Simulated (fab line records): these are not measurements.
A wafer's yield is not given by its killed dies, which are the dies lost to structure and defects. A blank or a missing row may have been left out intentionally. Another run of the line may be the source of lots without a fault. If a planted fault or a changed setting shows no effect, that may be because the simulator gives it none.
A lot that was struck, set against a sound lot || flow nand_harc || 14 out of 1159 route steps
Sound: wafers L669.1, L669.5, L669.6. Wafers L678.3, L678.6 were the ones struck. At the end, the cause is stated.
Per side, at each step with rows, come the tool, then ch with its chambers, and then its first start. Under that, the readings that differ: sound wafers || struck wafers || difference of the means || sigmas: that difference in standard deviations of wafers without a fault.
alike: readings whose means differ by less than 2 such deviations, and words and numbers that are the same on both sides. not compared: withheld readings, readings that some wafer has no value for, bounds like >300 that may hide the same value, and numbers for which the record gives no deviation and whose values overlap.
Wherever a step has rows on one side only, a row that says differs or no value, or a row with sigmas, the two part there. Numbers that have no deviation but don't overlap get no sigmas and don't part them. Lack of a reading on every wafer of one side parts them only where that side has two or more wafers.

NHARC_A_SOURCE_PLATE_THK_MEAS_09: measures by ellipsometry.
  struck on film_metro-01, day 10 05:13; sound on film_metro-01, day 7 20:11
  alike: thk_nm
then, 3 steps without rows for these wafers: NHARC_A_SOURCE_PLATE_PVD_04 (deposits WSi2, target thk 50 nm); NHARC_A_SOURCE_PLATE_CVD_03 (deposits poly-Si, target thk 200 nm, time 4000 s); NHARC_A_SOURCE_PLATE_ANNEAL_05 (time 1800 s).
NHARC_A_SOURCE_PLATE_THK_MEAS_06: measures by ellipsometry.
  struck on film_metro-02, day 10 18:50; sound on film_metro-02, day 8 09:17
{"reading": "thk_nm (nm)", "sound": "200.7 201.4 201.7", "struck": "195.7 195.9", "difference": -5.5, "sigmas": -2}
NHARC_A_SOURCE_PLATE_INSPECT_08:
  struck on defect_inspect-02, day 10 18:53; sound on defect_inspect-02, day 8 09:23
  alike: raw_defect_count
after that, 1 step with no rows for these wafers: NHARC_A_ONON_D1_DEP_00 (target thk 1000 nm).
NHARC_A_ONON_D1_THK_MEAS_02: measures by ellipsometry.
  struck on film_metro-01, day 10 19:28; sound on film_metro-02, day 8 09:58
{"reading": "thk_nm (nm)", "sound": "1003 1004 1003", "struck": "1024 1023", "difference": "+20", "sigmas": "+2"}
after that, 1 step with no rows for these wafers: NHARC_A_ONON_D1_DEP_03 (target thk 1000 nm).
NHARC_A_ONON_D1_THK_MEAS_05: measures by ellipsometry.
  struck on film_metro-02, day 10 20:01; sound on film_metro-01, day 8 10:31
  alike: thk_nm
NHARC_A_ONON_D1_DEP_06: target thk 1000 nm.
  sound on pecvd_onon-02 ch 0, day 8 10:34; struck on pecvd_onon-02 ch 0, day 10 20:11
  alike: n2_flow_sccm, sih4_flow_sccm
NHARC_A_ONON_D1_THK_MEAS_08: measures by ellipsometry.
  struck on film_metro-01, day 10 20:35; sound on film_metro-02, day 8 11:05
{"reading": "thk_nm (nm)", "sound": "995 994 993", "struck": "1376 1375", "difference": "+382", "sigmas": "+29"}
then, 2 steps without rows for these wafers: NHARC_A_ONON_D1_DEP_09 (target thk 1000 nm); NHARC_END_SORT_01.

WHERE THEY PART
First at NHARC_A_SOURCE_PLATE_THK_MEAS_06; last, within this record, at NHARC_A_ONON_D1_THK_MEAS_08.

WHY: the cause the simulator had injected
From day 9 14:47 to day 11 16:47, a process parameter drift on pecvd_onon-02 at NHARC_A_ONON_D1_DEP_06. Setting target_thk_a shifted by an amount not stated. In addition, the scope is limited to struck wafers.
